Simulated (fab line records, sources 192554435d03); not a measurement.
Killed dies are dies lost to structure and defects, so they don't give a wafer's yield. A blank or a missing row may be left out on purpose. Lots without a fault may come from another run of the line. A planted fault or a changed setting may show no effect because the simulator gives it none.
fab line records | flow n5_finfet
record lots=24 wafers=72 last_day=18
route steps=1938 shown BEOL_M6@1233 BEOL_M7@1316 BEOL_M8@1333
lots that met no fault: from a run of the same line without faults
start_h: hours from the record's first day to the start of the lot's first wafer shown | wait_h: hours since the lot's step before | " the same as in the row above | L1.1+2: a row that stands for several wafers | - no value, or no start given | * or withheld: withheld | < > ~ a bound
route shown NAME@n: a module of which the file shows steps, and the number in the route of the first | usual: mean/standard deviation of fault-free wafers | same: alike in all rows | chamber/n: place in a boat | sites: the reading at each site | _std_site: their standard deviation | _edge_site: outer sites' mean less inner sites' | radius_mm: how far each site lies from the wafer's centre | mask NAME#n: copy n | behind: the tool/chamber that last shaped the wafer | hold: why the lot was held/for how many hours/how that ended | device: the transistor (n, p or np) that didn't switch | end of line: the same wafers' tests at the end of the route | a step without rows: its recipe alone | killed: dies lost to structure and defects at the first sort, not the wafer's yield | map: a wafer's dies, x killed, . not, _ none there
set.NAME: the setting as run; set.NAME@STEP: as run at that earlier step | model.NAME: the simulator's own value behind a step, which no gauge read
steps of the route over a sample of lots; a table a step, a row a wafer
services: from which hour (start_h, from the record's first day; less than 0 if before it) a tool's chamber was out of use, for how many hours, and why
## steps
# step N5_BEOL_M6_ETCH_66
# recipe chemistry=N2/H2 target=SOC target_depth_a=800 overetch_a=160 mask_material=SiARC temp_c=40 time_s=120 ion_energy_ev=200 pressure_mtorr=30 source_w=840 bias_w=150 n2_flow_sccm=200 h2_flow_sccm=200
# usual drypump_motor_current_A=5.7/0.37 oes_product_au=0.62/0.076 rf_vpp_V=523.6/2.9 showerhead_plenum_p_Torr=2.54/0.11 temp_c=40.01/0.11 throttle_valve_pct=17.77/0.27
# same time_s=120
# columns lot.wafer tool chamber start_h wait_h drypump_motor_current_A oes_product_au rf_hours_counter_h rf_vpp_V showerhead_plenum_p_Torr temp_c throttle_valve_pct
L074.3 rie_diel-02 2 178.41 0.0 5.6 0.52 242 523.2 2.52 40.09 18.13
L074.5 " 2 " " 5.6 0.52 - 520.9 2.52 40.02 18.12
L074.6 " 0 " " 6.1 0.53 - 520.8 2.42 40.04 17.75
L076.1 rie_diel-02 3 190.69 0.0 6.6 0.53 213 521.5 2.52 39.87 17.80
L076.4 " 2 " " 5.6 0.52 245 522.4 2.52 39.91 18.14
L076.6 " 2 " " 5.6 0.52 - 521.6 2.52 39.89 18.14
L075.2 rie_diel-05 1 193.07 0.0 6.2 0.58 161 527.8 2.64 39.96 17.83
L075.5 " 1 " " 6.1 0.59 - 525.6 2.64 40.11 17.86
L075.6 " 2 " " 5.5 0.56 - 519.4 2.32 40.05 17.72
L077.2 rie_diel-04 3 195.85 0.0 6.1 0.71 18 522.5 2.47 39.96 17.26
L077.3 " 2 " " 5.3 0.52 249 524.6 2.53 40.13 18.37
L077.4 " 2 " " 5.3 0.52 - 522.3 2.53 40.03 18.36
L078.3 rie_diel-02 2 203.21 0.0 5.6 0.52 249 523.3 2.52 40.03 18.17
L078.4 " 3 " " 6.6 0.53 217 522.1 2.52 39.80 17.82
L078.6 " 1 " " 5.9 0.70 - 525.3 2.62 40.05 17.64
L079.1 rie_diel-05 1 212.83 0.0 6.1 0.58 169 526.6 2.63 40.04 17.86
L079.4 " 2 " " 5.4 0.56 - 518.6 2.32 39.95 17.72
L079.6 " 1 " " 6.1 0.58 - 526.5 2.63 40.16 17.85
L081.2 rie_diel-04 0 216.98 0.0 5.6 0.64 67 527.7 2.71 40.28 17.91
L081.4 " 2 " " 5.3 0.52 - 523.7 2.52 40.07 18.38
L081.6 " 0 " " 5.6 0.64 - 527.4 2.71 40.00 17.92
L080.1 rie_diel-02 0 223.17 0.0 6.1 0.52 231 520.6 2.42 39.81 17.78
L080.2 " 1 " " 5.9 0.69 28 525.3 2.61 39.86 17.65
L080.3 " 3 " " 6.6 0.53 226 524.2 2.52 39.86 17.83
L082.2 rie_diel-04 3 228.71 0.0 6.1 0.68 32 523.7 2.47 40.07 17.31
L082.3 " 0 " " 5.6 0.63 72 526.5 2.71 40.00 17.92
L082.6 " 0 " " 5.6 0.63 - 529.0 2.71 39.92 17.92
L083.1 rie_diel-04 1 238.18 0.0 5.5 0.53 224 526.6 2.62 40.18 17.71
L083.3 " 0 " " 5.6 0.63 77 527.8 2.71 39.74 17.93
L083.6 " 0 " " 5.6 0.63 - 528.9 2.71 40.06 17.93
L084.1 rie_diel-05 2 238.96 0.0 5.4 0.55 195 519.1 2.32 40.01 17.74
L084.2 " 0 " " 5.1 0.68 31 527.0 2.61 40.02 17.36
L084.5 " 2 " " 5.4 0.55 - 518.5 2.32 40.14 17.74
L086.2 rie_diel-02 3 255.86 0.0 6.6 0.52 234 524.8 2.52 40.31 17.85
L086.4 " 0 " " 6.1 0.52 242 519.7 2.41 39.95 17.81
L086.6 " 2 " " 5.6 0.71 - 523.4 2.51 39.99 17.70
L088.1 rie_diel-05 2 260.88 0.0 5.4 0.55 201 517.2 2.31 39.96 17.74
L088.2 " 1 " " 6.2 0.56 186 528.5 2.63 39.96 17.89
L088.3 " 3 " " 5.5 0.67 45 522.0 2.49 40.10 18.06
L085.4 rie_diel-04 1 261.20 0.0 5.5 0.53 232 527.0 2.62 40.11 17.71
L085.5 " 3 " " 6.1 0.67 - 520.5 2.46 39.97 17.32
L085.6 " 2 " " 5.3 0.75 - 522.1 2.52 39.91 17.92
L087.1 rie_diel-02 0 265.65 0.0 6.2 0.51 246 520.8 2.41 40.02 17.80
L087.2 " 3 " " 6.6 0.52 238 522.5 2.51 40.07 17.84
L087.3 " 2 " " 5.6 0.71 13 523.4 2.51 39.84 17.71
L089.1 rie_diel-04 3 271.38 0.0 6.0 0.66 50 521.7 2.46 39.97 17.33
L089.3 " 1 " " 5.4 0.53 236 526.3 2.62 40.11 17.72
L089.4 " 0 " " 5.6 0.61 89 527.4 2.70 40.06 17.96
L091.3 rie_diel-05 3 287.95 0.0 5.5 0.66 53 522.9 2.48 40.29 18.07
L091.4 " 1 " " 6.2 0.56 195 526.4 2.62 40.02 17.91
L091.6 " 2 " " 5.5 0.55 - 517.5 2.31 40.24 17.75
L093.1 rie_diel-04 1 297.14 0.0 5.4 0.52 246 525.6 2.61 40.17 17.73
L093.4 " 0 " " 5.6 0.62 99 526.6 2.70 39.84 17.97
L093.6 " 0 " " 5.6 0.62 - 528.7 2.70 40.04 17.99
L090.2 rie_diel-04 1 298.91 0.0 5.5 0.52 247 526.5 2.61 40.04 17.74
L090.3 " 0 " " 5.6 0.61 100 527.2 2.70 40.04 17.99
L090.5 " 2 " " 5.3 0.72 - 523.1 2.51 39.94 17.95
L092.2 rie_diel-04 0 308.12 0.0 5.6 0.62 104 527.5 2.69 39.87 17.98
L092.4 " 0 " " 5.6 0.62 - 528.1 2.69 39.85 17.98
L092.6 " 3 " " 6.1 0.65 - 522.2 2.45 39.88 17.35
L094.1 rie_diel-04 0 314.38 0.0 5.6 0.61 107 526.3 2.69 40.08 17.99
L094.2 " 3 " " 6.1 0.64 68 521.3 2.45 39.94 17.37
L094.3 " 2 " " 5.3 0.71 25 520.3 2.51 39.88 17.96
L095.3 rie_diel-04 3 316.84 0.0 6.0 0.65 70 522.5 2.45 40.04 17.36
L095.5 " 3 " " 6.0 0.64 - 523.2 2.45 40.01 17.35
L095.6 " 2 " " 5.3 0.71 - 523.0 2.51 40.05 17.96
L096.2 rie_diel-04 2 322.29 0.0 5.3 0.71 30 523.1 2.51 39.85 17.97
L096.3 " 1 " " 5.4 0.75 0 524.4 2.61 40.01 17.35
L096.5 " 2 " " 5.3 0.70 - 522.3 2.51 40.00 17.96
L097.2 rie_diel-04 2 329.32 0.0 5.3 0.70 32 522.7 2.50 39.94 17.96
L097.4 " 2 " " 5.3 0.69 - 522.5 2.50 39.82 17.98
L097.5 " 1 " " 5.4 0.72 - 524.3 2.61 40.02 17.38
# step N5_BEOL_M6_ETCH_41
# recipe chemistry=CH3F/O2 target=SiCN target_depth_a=297 taper_deg=2 time_s=52 ion_energy_ev=120 mask_material=TiN pressure_mtorr=30 source_w=395 bias_w=75 Ar_flow_sccm=150 CH3F_flow_sccm=30 O2_flow_sccm=20
# usual drypump_motor_current_A=5.7/0.37 oes_product_au=0.81/0.1 rf_vpp_V=297.2/1.7 showerhead_plenum_p_Torr=1.99/0.079 throttle_valve_pct=16.19/0.22
# same time_s=52
# columns lot.wafer tool chamber start_h wait_h drypump_motor_current_A oes_product_au rf_hours_counter_h rf_vpp_V showerhead_plenum_p_Torr throttle_valve_pct
L074.3 rie_diel-02 2 - - 5.6 0.68 242 297.1 1.96 16.52
L074.5 " 2 " " 5.6 0.68 - 295.5 1.96 16.52
L074.6 " 0 " " 6.1 0.69 - 295.9 1.91 16.27
L076.1 rie_diel-02 3 - - 6.6 0.67 213 296.6 2.00 16.22
L076.4 " 2 " " 5.6 0.68 245 296.8 1.96 16.52
L076.6 " 2 " " 5.6 0.68 - 296.1 1.96 16.54
L075.2 rie_diel-05 1 - - 6.2 0.75 161 299.6 2.07 16.38
L075.5 " 1 " " 6.2 0.74 - 298.5 2.07 16.37
L075.6 " 2 " " 5.5 0.71 - 294.2 1.82 16.18
L077.2 rie_diel-04 3 - - 6.0 0.91 19 296.2 1.96 15.88
L077.3 " 2 " " 5.3 0.67 249 296.0 1.97 16.61
L077.4 " 2 " " 5.3 0.67 - 296.9 1.97 16.59
L078.3 rie_diel-02 2 - - 5.6 0.68 249 296.1 1.96 16.55
L078.4 " 3 " " 6.6 0.67 217 297.6 1.99 16.23
L078.6 " 1 " " 5.9 0.91 - 298.9 2.03 15.85
L079.1 rie_diel-05 1 - - 6.1 0.75 170 298.4 2.07 16.40
L079.4 " 2 " " 5.5 0.72 - 294.5 1.81 16.19
L079.6 " 1 " " 6.1 0.74 - 298.3 2.07 16.40
L081.2 rie_diel-04 0 - - 5.5 0.84 67 300.0 2.11 16.25
L081.4 " 2 " " 5.3 0.67 - 294.8 1.96 16.63
L081.6 " 0 " " 5.6 0.84 - 297.8 2.11 16.26
L080.1 rie_diel-02 0 - - 6.1 0.68 231 295.2 1.90 16.29
L080.2 " 1 " " 5.9 0.89 29 299.5 2.03 15.87
L080.3 " 3 " " 6.6 0.66 226 297.8 1.99 16.25
L082.2 rie_diel-04 3 - - 6.1 0.90 33 296.1 1.96 15.90
L082.3 " 0 " " 5.6 0.83 72 299.5 2.11 16.27
L082.6 " 0 " " 5.6 0.83 - 300.2 2.11 16.27
L083.1 rie_diel-04 1 - - 5.5 0.69 224 299.0 2.07 16.19
L083.3 " 0 " " 5.5 0.82 77 299.6 2.10 16.26
L083.6 " 0 " " 5.6 0.82 - 299.0 2.10 16.26
L084.1 rie_diel-05 2 - - 5.5 0.70 196 293.0 1.81 16.21
L084.2 " 0 " " 5.2 0.89 31 298.2 2.06 15.92
L084.5 " 2 " " 5.5 0.70 - 294.7 1.81 16.20
L086.2 rie_diel-02 3 - - 6.6 0.66 234 296.8 1.99 16.25
L086.4 " 0 " " 6.1 0.66 242 295.5 1.90 16.30
L086.6 " 2 " " 5.6 0.92 - 295.9 1.96 16.05
L088.1 rie_diel-05 2 - - 5.5 0.70 201 294.0 1.81 16.23
L088.2 " 1 " " 6.1 0.73 186 299.3 2.06 16.45
L088.3 " 3 " " 5.6 0.88 45 295.9 1.97 16.48
L085.4 rie_diel-04 1 - - 5.5 0.68 232 299.5 2.07 16.23
L085.5 " 3 " " 6.1 0.87 - 296.7 1.95 15.92
L085.6 " 2 " " 5.3 0.97 - 297.4 1.96 16.13
L087.1 rie_diel-02 0 - - 6.1 0.66 246 294.9 1.90 16.31
L087.2 " 3 " " 6.6 0.65 238 297.0 1.99 16.26
L087.3 " 2 " " 5.6 0.91 13 297.2 1.96 16.05
L089.1 rie_diel-04 3 - - 6.1 0.88 50 297.7 1.95 15.94
L089.3 " 1 " " 5.4 0.69 236 299.4 2.06 16.21
L089.4 " 0 " " 5.6 0.81 89 299.6 2.10 16.30
L091.3 rie_diel-05 3 - - 5.5 0.87 53 296.8 1.96 16.50
L091.4 " 1 " " 6.1 0.72 195 298.0 2.06 16.45
L091.6 " 2 " " 5.5 0.70 - 293.1 1.81 16.25
L093.1 rie_diel-04 1 - - 5.4 0.67 246 298.9 2.06 16.24
L093.4 " 0 " " 5.6 0.80 99 298.3 2.10 16.31
L093.6 " 0 " " 5.6 0.80 - 299.7 2.10 16.31
L090.2 rie_diel-04 1 - - 5.5 0.68 247 298.4 2.06 16.25
L090.3 " 0 " " 5.6 0.80 100 299.8 2.10 16.32
L090.5 " 2 " " 5.3 0.92 - 298.2 1.95 16.16
L092.2 rie_diel-04 0 - - 5.6 0.80 104 299.8 2.09 16.31
L092.4 " 0 " " 5.6 0.79 - 298.7 2.09 16.32
L092.6 " 3 " " 6.0 0.86 - 295.1 1.95 15.97
L094.1 rie_diel-04 0 - - 5.5 0.79 107 300.3 2.09 16.33
L094.2 " 3 " " 6.1 0.85 68 297.6 1.95 15.99
L094.3 " 2 " " 5.3 0.91 25 295.8 1.95 16.16
L095.3 rie_diel-04 3 - - 6.0 0.84 70 295.7 1.95 15.97
L095.5 " 3 " " 6.0 0.84 - 296.2 1.95 15.98
L095.6 " 2 " " 5.3 0.91 - 297.0 1.95 16.18
L096.2 rie_diel-04 2 - - 5.3 0.89 30 297.2 1.95 16.16
L096.3 " 1 " " 5.5 0.97 1 296.8 2.06 15.84
L096.5 " 2 " " 5.3 0.89 - 296.1 1.95 16.17
L097.2 rie_diel-04 2 - - 5.3 0.90 32 296.9 1.95 16.19
L097.4 " 2 " " 5.3 0.90 - 296.2 1.95 16.19
L097.5 " 1 " " 5.5 0.97 - 298.5 2.06 15.83
# step N5_BEOL_M6_ALD_77
# recipe material=TaN target_thk_a=20 temp_c=275 ald_precursor_family=PDMAT ald_co_reactant=NH3 pressure_torr=3 carrier_flow_sccm=1500 pulse_time_s=2 purge_time_s=3 co_reactant_purge_time_s=2 co_reactant_pulse_time_s=3 ald_cycles=40 precursor_vessel_temp_c=75 precursor_vessel_pressure_torr=26.25 precursor_vessel_carrier_sccm=1000
# usual heater_power_w=427/35 precursor_vessel_pressure_torr=26.26/0.055
# columns lot.wafer tool chamber start_h wait_h heater_power_w precursor_vessel_pressure_torr
L074.3 ald_metal-02 1 179.57 0.0 373 26.18
L074.5 " 3 " " 418 26.38
L074.6 " 0 " " 407 26.30
L076.1 ald_metal-01 0 191.98 0.0 444 26.29
L076.4 " 3 " " 436 26.25
L076.6 " 3 " " 438 26.23
L075.2 ald_metal-01 2 194.53 0.1 480 26.34
L075.5 " 2 " " 498 26.21
L075.6 " 1 " " 420 26.16
L077.2 ald_metal-04 3 197.63 0.0 382 26.25
L077.3 " 0 " " 387 26.18
L077.4 " 2 " " 394 26.27
L078.3 ald_metal-01 1 204.32 0.0 428 26.31
L078.4 " 0 " " 450 26.22
L078.6 " 3 " " 444 26.16
L079.1 ald_metal-01 1 215.00 0.0 412 26.34
L079.4 " 2 " " 494 26.25
L079.6 " 2 " " 490 26.31
L081.2 ald_metal-02 2 218.84 0.0 464 26.26
L081.4 " 1 " " 371 26.34
L081.6 " 3 " " 424 26.25
L080.1 ald_metal-01 0 224.40 0.1 465 26.32
L080.2 " 2 " " 479 26.31
L080.3 " 1 " " 417 26.23
L082.2 ald_metal-04 0 230.98 0.1 378 26.20
L082.3 " 1 " " 389 26.17
L082.6 " 2 " " 404 26.24
L083.1 ald_metal-01 1 239.62 0.1 420 26.24
L083.3 " 0 " " 446 26.22
L083.6 " 1 " " 414 26.27
L084.1 ald_metal-02 2 239.99 0.1 443 26.25
L084.2 " 3 " " 415 26.29
L084.5 " 2 " " 442 26.30
L086.2 ald_metal-01 3 257.10 0.1 433 26.38
L086.4 " 1 " " 420 26.30
L086.6 " 0 " " 462 26.22
L088.1 ald_metal-04 3 262.13 0.0 382 26.25
L088.2 " 0 " " 387 26.25
L088.3 " 1 " " 380 26.25
L085.4 ald_metal-01 3 262.49 0.0 445 26.28
L085.5 " 3 " " 442 26.22
L085.6 " 2 " " 484 26.29
L087.1 ald_metal-01 1 266.87 0.0 432 26.27
L087.2 " 3 " " 450 26.28
L087.3 " 2 " " 492 26.18
L089.1 ald_metal-04 3 272.64 0.0 377 26.28
L089.3 " 1 " " 384 26.31
L089.4 " 1 " " 385 26.26
L091.3 ald_metal-02 1 289.34 0.2 373 26.23
L091.4 " 0 " " 404 26.26
L091.6 " 2 " " 460 26.28
L093.1 ald_metal-01 2 298.86 0.0 492 26.24
L093.4 " 1 " " 414 26.31
L093.6 " 2 " " 488 26.30
L090.2 ald_metal-01 0 300.22 0.0 454 26.20
L090.3 " 1 " " 417 26.33
L090.5 " 3 " " 447 26.20
L092.2 ald_metal-02 0 309.31 0.0 395 26.30
L092.4 " 3 " " 417 26.24
L092.6 " 2 " " 450 26.38
L094.1 ald_metal-02 0 315.64 0.3 388 26.31
L094.2 " 3 " " 420 26.34
L094.3 " 1 " " 373 26.17
L095.3 ald_metal-02 3 318.21 0.0 410 26.33
L095.5 " 2 " " 448 26.25
L095.6 " 1 " " 374 26.19
L096.2 ald_metal-04 3 323.26 0.0 389 26.15
L096.3 " 2 " " 407 26.17
L096.5 " 1 " " 379 26.27
L097.2 ald_metal-01 2 330.56 0.0 472 26.34
L097.4 " 3 " " 436 26.35
L097.5 " 0 " " 449 26.28
# step N5_BEOL_M7_CD_MEAS_35
# recipe target_cd_nm=40 polarity=opening
# usual cd_nm=40.0/0.73
# columns lot.wafer tool chamber start_h wait_h cd_nm
L074.3 cd_sem-03 - 185.52 0.0 38.8
L074.5 " - " " 38.7
L074.6 " - " " 39.8
L076.1 cd_sem-02 - 197.69 0.0 39.7
L076.4 " - " " 38.9
L076.6 " - " " 40.2
L075.2 cd_sem-02 - 200.08 0.0 40.1
L075.5 " - " " 39.4
L075.6 " - " " 39.6
L077.2 cd_sem-02 - 203.93 0.0 40.3
L077.3 " - " " 39.8
L077.4 " - " " 41.3
L078.3 cd_sem-03 - 212.58 0.0 39.9
L078.4 " - " " 40.2
L078.6 " - " " 39.7
L079.1 cd_sem-01 - 223.55 0.0 38.9
L079.4 " - " " 40.1
L079.6 " - " " 39.4
L081.2 cd_sem-03 - 225.76 0.0 39.7
L081.4 " - " " 41.3
L081.6 " - " " 40.2
L080.1 cd_sem-03 - 231.68 0.0 40.3
L080.2 " - " " 39.4
L080.3 " - " " 40.8
L082.2 cd_sem-01 - 238.66 0.0 39.7
L082.3 " - " " 40.7
L082.6 " - " " 40.3
L083.1 cd_sem-01 - 247.71 0.0 40.0
L083.3 " - " " 40.1
L083.6 " - " " 41.5
L084.1 cd_sem-01 - 250.42 0.0 41.0
L084.2 " - " " 40.3
L084.5 " - " " 39.2
L086.2 cd_sem-01 - 263.53 0.0 40.4
L086.4 " - " " 40.8
L086.6 " - " " 40.5
L085.4 cd_sem-03 - 269.80 0.0 39.3
L085.5 " - " " 40.8
L085.6 " - " " 39.6
L088.1 cd_sem-01 - 269.81 0.0 39.1
L088.2 " - " " 40.0
L088.3 " - " " 38.0
L087.1 cd_sem-03 - 274.33 0.0 40.9
L087.2 " - " " 39.4
L087.3 " - " " 41.1
L089.1 cd_sem-01 - 278.52 0.0 40.6
L089.3 " - " " 38.9
L089.4 " - " " 40.6
L091.3 cd_sem-02 - 296.27 0.0 39.6
L091.4 " - " " 39.9
L091.6 " - " " 40.6
L090.2 cd_sem-01 - 305.94 0.0 38.8
L090.3 " - " " 40.0
L090.5 " - " " 38.8
L093.1 cd_sem-03 - 306.10 0.0 39.9
L093.4 " - " " 39.9
L093.6 " - " " 39.3
L092.2 cd_sem-03 - 317.21 0.0 40.0
L092.4 " - " " 40.5
L092.6 " - " " 40.0
L094.1 cd_sem-01 - 326.12 0.0 40.6
L094.2 " - " " 41.6
L094.3 " - " " 40.1
L095.3 cd_sem-01 - 326.48 0.0 40.3
L095.5 " - " " 39.5
L095.6 " - " " 40.6
L096.2 cd_sem-03 - 330.04 0.0 39.9
L096.3 " - " " 39.9
L096.5 " - " " 39.4
L097.2 cd_sem-02 - 338.03 0.0 39.9
L097.4 " - " " 38.7
L097.5 " - " " 40.5
# step N5_BEOL_M8_CURE_74
# recipe temp_c=385 time_s=240 ambient=He/Ar material=SiCOH_lowk
# usual lamp_power_pct=52.31/0.055 wafer_temp_C_max=386.7/0.69
# same time_s=240
# columns lot.wafer tool chamber start_h wait_h lamp_power_pct wafer_temp_C_max
L074.3 uv_cure-01 0 188.64 0.2 52.31 386.4
L074.5 " 0 " " 52.22 386.4
L074.6 " 0 " " 52.41 386.5
L076.1 uv_cure-03 1 200.42 0.0 52.38 387.5
L076.4 " 1 " " 52.37 387.4
L076.6 " 1 " " 52.37 388.5
L075.2 uv_cure-02 1 202.83 0.1 52.27 386.3
L075.5 " 1 " " 52.27 386.1
L075.6 " 1 " " 52.28 386.5
L077.2 uv_cure-03 1 207.61 0.1 52.31 388.3
L077.3 " 1 " " 52.27 388.7
L077.4 " 1 " " 52.41 387.4
L078.3 uv_cure-02 1 216.65 0.2 52.38 386.0
L078.4 " 1 " " 52.40 386.4
L078.6 " 1 " " 52.37 386.4
L079.1 uv_cure-01 2 226.91 0.1 52.26 386.6
L079.4 " 2 " " 52.35 386.1
L079.6 " 2 " " 52.34 386.2
L081.2 uv_cure-01 0 228.00 0.1 52.35 387.0
L081.4 " 0 " " 52.31 386.0
L081.6 " 0 " " 52.33 386.2
L080.1 uv_cure-01 1 234.38 0.0 52.24 386.2
L080.2 " 1 " " 52.35 386.7
L080.3 " 1 " " 52.33 386.4
L082.2 uv_cure-01 0 241.18 0.1 52.37 385.5
L082.3 " 0 " " 52.27 385.8
L082.6 " 0 " " 52.25 386.4
L083.1 uv_cure-01 2 251.68 0.0 52.30 385.8
L083.3 " 2 " " 52.26 386.6
L083.6 " 2 " " 52.34 386.0
L084.1 uv_cure-01 0 257.04 0.0 52.45 387.0
L084.2 " 0 " " 52.26 386.4
L084.5 " 0 " " 52.31 386.2
L086.2 uv_cure-03 1 267.46 0.1 52.37 388.9
L086.4 " 1 " " 52.34 387.6
L086.6 " 1 " " 52.30 387.8
L085.4 uv_cure-03 1 273.17 0.3 52.22 387.0
L085.5 " 1 " " 52.23 388.2
L085.6 " 1 " " 52.27 387.7
L088.1 uv_cure-02 1 273.21 0.0 52.25 386.3
L088.2 " 1 " " 52.35 386.8
L088.3 " 1 " " 52.39 386.0
L087.1 uv_cure-01 1 277.89 0.1 52.24 387.3
L087.2 " 1 " " 52.27 386.5
L087.3 " 1 " " 52.32 387.1
L089.1 uv_cure-03 1 283.03 0.0 52.27 387.6
L089.3 " 1 " " 52.24 387.5
L089.4 " 1 " " 52.30 387.9
L091.3 uv_cure-03 2 298.99 0.5 52.31 386.7
L091.4 " 2 " " 52.22 386.4
L091.6 " 2 " " 52.28 386.3
L093.1 uv_cure-03 2 309.86 0.0 52.27 386.5
L093.4 " 2 " " 52.29 386.8
L093.6 " 2 " " 52.29 387.7
L090.2 uv_cure-01 1 310.21 0.1 52.43 386.2
L090.3 " 1 " " 52.35 386.2
L090.5 " 1 " " 52.33 386.2
L092.2 uv_cure-01 1 319.91 0.1 52.29 387.2
L092.4 " 1 " " 52.28 386.4
L092.6 " 1 " " 52.28 386.5
L094.1 uv_cure-01 2 330.38 0.2 52.27 386.5
L094.2 " 2 " " 52.35 386.1
L094.3 " 2 " " 52.35 386.8
L095.3 uv_cure-02 1 330.63 0.2 52.35 386.0
L095.5 " 1 " " 52.33 386.0
L095.6 " 1 " " 52.22 386.1
L096.2 uv_cure-01 1 332.97 0.3 52.27 387.1
L096.3 " 1 " " 52.37 386.5
L096.5 " 1 " " 52.40 386.1
L097.2 uv_cure-02 0 340.89 0.3 52.38 387.0
L097.4 " 0 " " 52.37 387.0
L097.5 " 0 " " 52.28 386.7
# step N5_BEOL_M8_PECVD_70
# recipe material=SiO2 target_thk_a=200 temp_c=400 precursor=TEOS/O2 pressure_torr=5.5 rf_w=450 teos_flow_sccm=53.8 gas=O2 flow_sccm=3000 time_s=22.7
# usual heater_power_w=737/120 showerhead_plenum_p_Torr=8.81/0.043 showerhead_vpp_V=1317/55 throttle_valve_pct=22.0/1.2
# same time_s=22.7
# columns lot.wafer tool chamber start_h wait_h heater_power_w showerhead_plenum_p_Torr showerhead_vpp_V throttle_valve_pct
L074.3 pecvd-02 1 189.03 0.0 545 8.85 1257 21.3
L074.5 " 1 " " 554 8.85 1244 21.2
L074.6 " 0 " " 804 8.80 1349 21.9
L076.1 pecvd-04 1 200.97 0.0 928 8.75 1420 23.4
L076.4 " 2 " " 737 8.81 1293 22.4
L076.6 " 0 " " 733 8.86 1368 24.5
L075.2 pecvd-02 2 203.30 0.0 698 8.80 1268 20.8
L075.5 " 0 " " 857 8.80 1295 21.7
L075.6 " 2 " " 719 8.79 1289 20.4
L077.2 pecvd-04 2 208.08 0.0 647 8.83 1311 22.3
L077.3 " 1 " " 923 8.74 1398 23.3
L077.4 " 1 " " 927 8.71 1418 23.5
L078.3 pecvd-02 1 217.04 0.0 511 8.86 1279 21.0
L078.4 " 2 " " 852 8.78 1292 20.5
L078.6 " 0 " " 885 8.82 1298 21.7
L079.1 pecvd-02 1 227.46 0.0 451 8.83 1253 21.1
L079.4 " 0 " " 793 8.79 1302 21.9
L079.6 " 2 " " 812 8.79 1282 20.7
L081.2 pecvd-02 0 228.48 0.0 862 8.80 1318 21.6
L081.4 " 1 " " 474 8.84 1285 21.1
L081.6 " 2 " " 733 8.79 1289 20.4
L080.1 pecvd-04 1 234.93 0.0 800 8.73 1382 23.3
L080.2 " 2 " " 730 8.83 1315 22.2
L080.3 " 0 " " 664 8.84 1360 24.6
L082.2 pecvd-03 0 241.65 0.0 654 8.86 1403 22.8
L082.3 " 2 " " 720 8.82 1383 20.2
L082.6 " 1 " " 721 8.76 1232 21.9
L083.1 pecvd-02 1 252.23 0.0 551 8.85 1249 21.1
L083.3 " 0 " " 822 8.80 1332 22.3
L083.6 " 1 " " 557 8.85 1256 21.3
L084.1 pecvd-02 0 257.59 0.0 885 8.78 1330 21.9
L084.2 " 2 " " 820 8.78 1280 20.6
L084.5 " 1 " " 476 8.84 1245 21.3
L086.2 pecvd-02 0 267.93 0.0 842 8.79 1350 22.1
L086.4 " 0 " " 843 8.83 1309 22.2
L086.6 " 1 " " 555 8.84 1260 21.3
L085.4 pecvd-04 1 273.49 0.1 922 8.72 1398 23.2
L085.5 " 0 " " 794 8.86 1377 24.4
L085.6 " 1 " " 902 8.74 1386 23.5
L088.1 pecvd-02 0 273.76 0.0 899 8.82 1331 22.0
L088.2 " 2 " " 779 8.81 1295 20.8
L088.3 " 1 " " 575 8.81 1268 21.3
L087.1 pecvd-03 1 278.44 0.0 714 8.74 1230 21.7
L087.2 " 0 " " 716 8.87 1389 22.7
L087.3 " 2 " " 852 8.82 1379 20.4
L089.1 pecvd-03 0 283.58 0.0 657 8.86 1389 22.8
L089.3 " 1 " " 615 8.74 1219 22.2
L089.4 " 2 " " 842 8.84 1381 20.5
L091.3 pecvd-02 0 299.40 0.1 872 8.78 1303 22.3
L091.4 " 2 " " 816 8.78 1299 21.0
L091.6 " 0 " " 879 8.79 1323 22.1
L090.2 pecvd-03 2 310.68 0.0 741 8.83 1376 20.6
L090.3 " 1 " " 702 8.75 1202 21.8
L090.5 " 2 " " 752 8.85 1395 20.3
L093.1 pecvd-04 0 310.89 0.0 664 8.87 1364 24.7
L093.4 " 2 " " 758 8.85 1303 21.5
L093.6 " 0 " " 649 8.86 1369 24.4
L092.2 pecvd-04 1 320.38 0.0 823 8.75 1392 23.6
L092.4 " 0 " " 756 8.85 1365 24.5
L092.6 " 2 " " 755 8.82 1305 21.4
L094.1 pecvd-03 2 330.93 0.0 781 8.83 1408 20.4
L094.2 " 0 " " 717 8.89 1389 22.7
L094.3 " 1 " " 652 8.76 1237 21.8
L095.3 pecvd-02 0 331.04 0.1 750 8.82 1340 22.4
L095.5 " 1 " " 483 8.84 1240 21.4
L095.6 " 0 " " 731 8.80 1335 22.7
L096.2 pecvd-04 0 333.44 0.0 702 8.86 1365 24.2
L096.3 " 2 " " 750 8.83 1292 21.9
L096.5 " 1 " " 885 8.73 1374 23.3
L097.2 pecvd-02 1 341.36 0.0 502 8.86 1261 21.2
L097.4 " 0 " " 817 8.80 1300 22.5
L097.5 " 1 " " 512 8.84 1263 21.2
## services
# columns tool chamber start_h hours kind
pecvd-03 - 161.84 1.6 repair
rie_diel-05 - 164.14 0.3 repair
rie_diel-05 - 171.64 2.2 repair
rie_diel-02 3 173.21 5.4 repair
rie_diel-04 1 175.48 62.1 repair
uv_cure-02 - 181.11 2.1 pm
uv_cure-02 - 187.43 5.1 repair
uv_cure-01 - 201.01 7.5 pm
rie_diel-05 3 201.47 13.7 repair
ald_metal-01 - 203.65 0.5 repair
uv_cure-03 - 217.24 7.5 pm
rie_diel-05 2 219.41 2.6 repair
rie_diel-02 3 230.91 5.1 repair
pecvd-02 - 240.84 1.9 repair
uv_cure-01 - 241.66 2.1 pm
uv_cure-01 - 261.58 15.1 repair
ald_metal-01 - 278.79 1.1 repair
pecvd-04 - 285.18 6.0 pm
rie_diel-05 - 291.28 14.6 pm
uv_cure-01 - 296.75 2.6 repair
rie_diel-04 3 317.19 18.4 repair
uv_cure-03 - 319.69 1.0 pm
rie_diel-02 2 328.01 2.4 repair
ald_metal-01 - 337.25 14.0 pm
## key
fault none
